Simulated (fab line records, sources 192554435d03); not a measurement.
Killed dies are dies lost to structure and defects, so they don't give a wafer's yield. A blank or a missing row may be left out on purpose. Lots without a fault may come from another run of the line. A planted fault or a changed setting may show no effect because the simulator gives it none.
Chamber matching | flow n5_finfet | N5_DUMMY_GATE_ETCH_44 on rie_si-02: 4 sister chambers
The step etches poly-Si in HBr/O2, stops on SiO2, target depth 127.5 nm. 4 wafers are shown with their chamber, then 7 later ones without.

WAFERS WITH THEIR CHAMBER
wafer  | chamber | throttle_valve_pct (%)
L086.1 | 1       | 18.46
L088.1 | 2       | 18.62
L089.2 | 3       | 18.30
L089.4 | 0       | 18.71

WAFERS WITHOUT THEIR CHAMBER
wafer  | throttle_valve_pct (%)
L089.5 | 18.31
L090.1 | 18.46
L090.3 | 18.61
L090.5 | 18.61
L092.1 | 18.61
L092.2 | 18.31
L092.3 | 18.72

WHICH CHAMBER EACH WENT THROUGH
wafer  | from the rows above | in truth
L089.5 | 3                   | 3
L090.1 | 1                   | 1
L090.3 | 2                   | 2
L090.5 | 2                   | 2
L092.1 | 2                   | 2
L092.2 | 3                   | 3
L092.3 | 0                   | 0
Placed correctly: 7 of 7. Can't be placed from these rows: 0. Placed wrongly: 0.
How it was worked out, from the rows above alone: a wafer's distance from a chamber is the root of the sum, over the readings, of the square of ((its reading less the chamber's mean) divided by the reading's scatter). The wafer belongs to the nearest chamber; if the next one is less than 2 further off, it can't be placed. A chamber's mean is the mean of its shown wafers. The scatter: with one shown wafer a chamber, the root of the mean of the squares of how far each hidden wafer lies from its nearest shown one.
